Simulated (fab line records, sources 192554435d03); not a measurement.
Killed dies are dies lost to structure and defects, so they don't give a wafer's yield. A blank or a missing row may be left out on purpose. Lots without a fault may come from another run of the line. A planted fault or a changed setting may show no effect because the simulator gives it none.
Which tool did it? | flow n5_finfet | 24 lots, 72 wafers sampled, at 4 steps of a route of 1938

WHAT THE GAUGES READ, wafer by wafer
N5_MOL_CONTACT_COAG_CD_MEAS_84: target cd 25.1 nm.
lot  | measured     | on        | cd_nm (nm)
L074 | day 5 06:55  | cd_sem-01 | 24.90 24.81 24.88
L075 | day 5 11:59  | cd_sem-03 | 25.66 25.00 25.27
L076 | day 5 17:59  | cd_sem-01 | 24.70 25.06 25.39
L077 | day 5 18:10  | cd_sem-03 | 25.00 24.77 25.00
L078 | day 6 06:02  | cd_sem-01 | 25.24 25.32 25.39
L079 | day 6 09:16  | cd_sem-01 | 25.27 25.20 25.45
L080 | day 6 14:11  | cd_sem-03 | 24.92 24.82 24.89
L081 | day 6 18:10  | cd_sem-03 | 24.84 25.09 25.33
L082 | day 7 04:02  | cd_sem-03 | 24.21 25.19 24.80
L083 | day 7 10:11  | cd_sem-02 | 25.25 25.07 25.15
L084 | day 7 16:46  | cd_sem-03 | 25.12 25.22 25.23
L085 | day 8 00:37  | cd_sem-01 | 24.90 25.15 24.69
L086 | day 8 03:18  | cd_sem-02 | 25.14 24.88 24.93
L087 | day 8 03:46  | cd_sem-01 | 24.80 25.22 25.26
L088 | day 8 21:20  | cd_sem-02 | 24.65 25.22 24.87
L089 | day 8 23:00  | cd_sem-03 | 25.64 24.87 25.39
L090 | day 9 08:15  | cd_sem-03 | 25.02 25.38 25.06
L091 | day 9 10:47  | cd_sem-02 | 25.06 24.76 24.89
L092 | day 9 18:54  | cd_sem-01 | 25.00 25.25 24.83
L093 | day 9 19:31  | cd_sem-01 | 25.45 25.26 25.02
L094 | day 10 07:23 | cd_sem-02 | 24.68 24.76 24.83
L095 | day 10 08:25 | cd_sem-03 | 25.30 25.04 24.99
L096 | day 10 12:53 | cd_sem-03 | 25.04 25.36 25.10
L097 | day 10 18:55 | cd_sem-01 | 25.31 24.86 25.01

WHICH TOOL RAN EACH LOT (tool, then ch and the chambers of the sampled wafers, then the start)
lot  | N5_MOL_CONTACT_COAG_TI_SIL_19 | N5_MOL_CONTACT_COAG_CO_FILL_22   | N5_MOL_CONTACT_COAG_ALD_123
L074 | pvd_sputter-03, day 4 21:38   | cvd_co-01 ch 0,2, day 4 22:44    | ald_sin-03 ch 2,3, day 5 05:57
L075 | pvd_sputter-01, day 5 04:50   | cvd_co-02 ch 0,2, day 5 06:16    | ald_sin-03 ch 2,3, day 5 11:01
L076 | pvd_sputter-03, day 5 09:48   | cvd_co-01 ch 0,2, day 5 10:47    | ald_sin-04 ch 1,2,3, day 5 17:01
L077 | pvd_sputter-03, day 5 10:12   | cvd_co-01 ch 1,2, day 5 11:22    | ald_sin-03 ch 0,2,3, day 5 17:06
L078 | pvd_sputter-02, day 5 19:46   | cvd_co-01 ch 1,2, day 5 21:05    | ald_sin-04 ch 0,1,3, day 6 05:04
L079 | pvd_sputter-02, day 6 01:54   | cvd_co-01 ch 0,1,2, day 6 02:49  | ald_sin-01 ch 0,1,3, day 6 08:17
L080 | pvd_sputter-02, day 6 05:28   | cvd_co-01 ch 0,2, day 6 07:08    | ald_sin-01 ch 0,1, day 6 13:21
L081 | pvd_sputter-03, day 6 10:15   | cvd_co-02 ch 0,2, day 6 11:23    | ald_sin-01 ch 0,3, day 6 17:19
L082 | pvd_sputter-01, day 6 19:19   | cvd_co-01 ch 0,2, day 6 22:11    | ald_sin-04 ch 1,2,3, day 7 03:04
L083 | pvd_sputter-03, day 6 23:52   | cvd_co-01 ch 0,1,2, day 7 03:18  | ald_sin-04 ch 1,2,3, day 7 09:20
L084 | pvd_sputter-02, day 7 07:31   | cvd_co-02 ch 1,2, day 7 08:56    | ald_sin-03 ch 0,1,3, day 7 15:55
L085 | pvd_sputter-02, day 7 14:41   | cvd_co-02 ch 1,2, day 7 17:43    | ald_sin-03 ch 0,2,3, day 7 23:46
L086 | pvd_sputter-01, day 7 18:35   | cvd_co-01 ch 0,2, day 7 21:02    | ald_sin-03 ch 0,2, day 8 02:28
L087 | pvd_sputter-02, day 7 20:28   | cvd_co-02 ch 0,1,2, day 7 21:46  | ald_sin-04 ch 0,1,2, day 8 02:55
L088 | pvd_sputter-03, day 8 11:25   | cvd_co-01 ch 0,2, day 8 12:35    | ald_sin-03 ch 0,2,3, day 8 20:22
L089 | pvd_sputter-03, day 8 13:13   | cvd_co-02 ch 0,1,2, day 8 17:10  | ald_sin-03 ch 0,1,3, day 8 22:02
L090 | pvd_sputter-03, day 8 21:38   | cvd_co-02 ch 0,1, day 9 00:22    | ald_sin-04 ch 2,3, day 9 07:25
L091 | pvd_sputter-02, day 9 01:28   | cvd_co-01 ch 0,1,2, day 9 03:00  | ald_sin-01 ch 1,2,3, day 9 09:48
L092 | pvd_sputter-01, day 9 09:37   | cvd_co-02 ch 1,2, day 9 11:19    | ald_sin-03 ch 0,1,3, day 9 18:04
L093 | pvd_sputter-02, day 9 11:12   | cvd_co-02 ch 0,1, day 9 12:10    | ald_sin-03 ch 0,2, day 9 18:32
L094 | pvd_sputter-03, day 9 21:40   | cvd_co-01 ch 0,2, day 9 22:48    | ald_sin-04 ch 0,3, day 10 06:24
L095 | pvd_sputter-01, day 9 23:23   | cvd_co-02 ch 1,2, day 10 00:52   | ald_sin-01 ch 0,1,2, day 10 07:34
L096 | pvd_sputter-02, day 10 05:24  | cvd_co-02 ch 0,1,2, day 10 07:04 | ald_sin-03 ch 0,1,2, day 10 12:02
L097 | pvd_sputter-02, day 10 11:07  | cvd_co-01 ch 0,1, day 10 12:31   | ald_sin-04 ch 0,2,3, day 10 18:04
- N5_MOL_CONTACT_COAG_TI_SIL_19: material Ti, target thk 4.2 nm, time 15 s.
- N5_MOL_CONTACT_COAG_CO_FILL_22: material Co, precursor CCTBA/H2, target thk 20 nm.
- N5_MOL_CONTACT_COAG_ALD_123: deposits SiNx, target thk 5 nm, pulse time 1 s, purge time 2 s.

WHAT THE TOOLS THEMSELVES READ (means of the sampled wafers that have a number; where no wafer has one, the mark that the record gives instead)
N5_MOL_CONTACT_COAG_TI_SIL_19.
lot  | tool           | cathode_dc_power_W (W) | throttle_valve_pct (%)
L074 | pvd_sputter-03 | 4999.8                 | 30.1
L075 | pvd_sputter-01 | 5000.3                 | 31.0
L076 | pvd_sputter-03 | 5000.4                 | 29.8
L077 | pvd_sputter-03 | 5000.3                 | 29.3
L078 | pvd_sputter-02 | 4999.3                 | 29.7
L079 | pvd_sputter-02 | 4999.8                 | 29.2
L080 | pvd_sputter-02 | 5000.0                 | 28.9
L081 | pvd_sputter-03 | 4999.8                 | 29.4
L082 | pvd_sputter-01 | 4999.0                 | 31.2
L083 | pvd_sputter-03 | 5000.2                 | 29.7
L084 | pvd_sputter-02 | 4999.0                 | 28.7
L085 | pvd_sputter-02 | 4999.6                 | 29.6
L086 | pvd_sputter-01 | 4999.5                 | 30.7
L087 | pvd_sputter-02 | 5000.0                 | 28.9
L088 | pvd_sputter-03 | 4999.6                 | 29.6
L089 | pvd_sputter-03 | 5000.8                 | 30.3
L090 | pvd_sputter-03 | 4999.8                 | 30.0
L091 | pvd_sputter-02 | 4998.7                 | 29.8
L092 | pvd_sputter-01 | 4999.0                 | 31.1
L093 | pvd_sputter-02 | 5000.2                 | 29.3
L094 | pvd_sputter-03 | 4999.7                 | 29.2
L095 | pvd_sputter-01 | 5000.3                 | 31.5
L096 | pvd_sputter-02 | 5000.9                 | 29.6
L097 | pvd_sputter-02 | 5000.2                 | 29.6

N5_MOL_CONTACT_COAG_CO_FILL_22.
lot  | tool      | chamber_pressure_Torr (Torr) | heater_power_w (W)
L074 | cvd_co-01 | 30.07                        | 240
L075 | cvd_co-02 | 30.01                        | 236
L076 | cvd_co-01 | 29.98                        | 258
L077 | cvd_co-01 | 29.93                        | 264
L078 | cvd_co-01 | 30.00                        | 266
L079 | cvd_co-01 | 30.04                        | 263
L080 | cvd_co-01 | 29.96                        | 242
L081 | cvd_co-02 | 29.96                        | 245
L082 | cvd_co-01 | 29.98                        | 237
L083 | cvd_co-01 | 29.98                        | 259
L084 | cvd_co-02 | 29.93                        | 226
L085 | cvd_co-02 | 30.06                        | 228
L086 | cvd_co-01 | 30.01                        | 241
L087 | cvd_co-02 | 30.07                        | 234
L088 | cvd_co-01 | 30.02                        | 240
L089 | cvd_co-02 | 30.04                        | 233
L090 | cvd_co-02 | 29.98                        | 234
L091 | cvd_co-01 | 29.98                        | 260
L092 | cvd_co-02 | 29.98                        | 225
L093 | cvd_co-02 | 30.07                        | 236
L094 | cvd_co-01 | 29.97                        | 242
L095 | cvd_co-02 | 29.97                        | 225
L096 | cvd_co-02 | 29.99                        | 236
L097 | cvd_co-01 | 30.00                        | 280

N5_MOL_CONTACT_COAG_ALD_123.
lot  | tool       | chamber_pressure_Torr (Torr) | heater_power_w (W) | precursor_pulse_height_rel
L074 | ald_sin-03 | 2.001                        | 744                | 0.971
L075 | ald_sin-03 | 1.996                        | 838                | 1.007
L076 | ald_sin-04 | 1.998                        | 860                | 0.980
L077 | ald_sin-03 | 1.998                        | 815                | 0.990
L078 | ald_sin-04 | 2.000                        | 839                | 0.991
L079 | ald_sin-01 | 2.000                        | 841                | 0.990
L080 | ald_sin-01 | 2.001                        | 855                | 1.005
L081 | ald_sin-01 | 1.998                        | 772                | 1.000
L082 | ald_sin-04 | 2.002                        | 877                | 1.015
L083 | ald_sin-04 | 1.999                        | 888                | 1.008
L084 | ald_sin-03 | 1.996                        | 783                | 0.990
L085 | ald_sin-03 | 2.002                        | 808                | 1.009
L086 | ald_sin-03 | 1.997                        | 876                | 1.014
L087 | ald_sin-04 | 1.998                        | 897                | 0.987
L088 | ald_sin-03 | 2.001                        | 816                | 0.993
L089 | ald_sin-03 | 1.998                        | 793                | 0.979
L090 | ald_sin-04 | 1.999                        | 820                | 0.996
L091 | ald_sin-01 | 1.997                        | 843                | 1.010
L092 | ald_sin-03 | 2.002                        | 782                | 0.983
L093 | ald_sin-03 | 1.997                        | 879                | 0.986
L094 | ald_sin-04 | 2.001                        | 837                | 1.005
L095 | ald_sin-01 | 1.998                        | 844                | 0.999
L096 | ald_sin-03 | 1.997                        | 873                | 0.996
L097 | ald_sin-04 | 1.997                        | 858                | 0.996

THE ANSWER, worked out from the rows above alone
Rule: what is usual is taken from the lots themselves. Put in order of their means at a reading, lots are off if they are a third of the lots or fewer, leave a main group of 4 or more, and stand apart from it by a gap of 3 or more times the standard deviation of the main group's means; of several such gaps the widest counts. A main group whose means are all the same, to the digits that the tables above print for the reading, isn't used. A lot without any number at a reading at which 4 lots or more have one is off too. The other lots that the step has rows for count as sound. The gauges are gone through in route order, then the tools' own readings, and for those a lot's mean is taken as printed above. The first step at which some lot is off is used, and at that step the reading that is off furthest; a lot without a number counts as furthest.
No lot is off at any reading shown: from this, nothing can be told.

WHAT THE SIMULATOR HAD PUT IN
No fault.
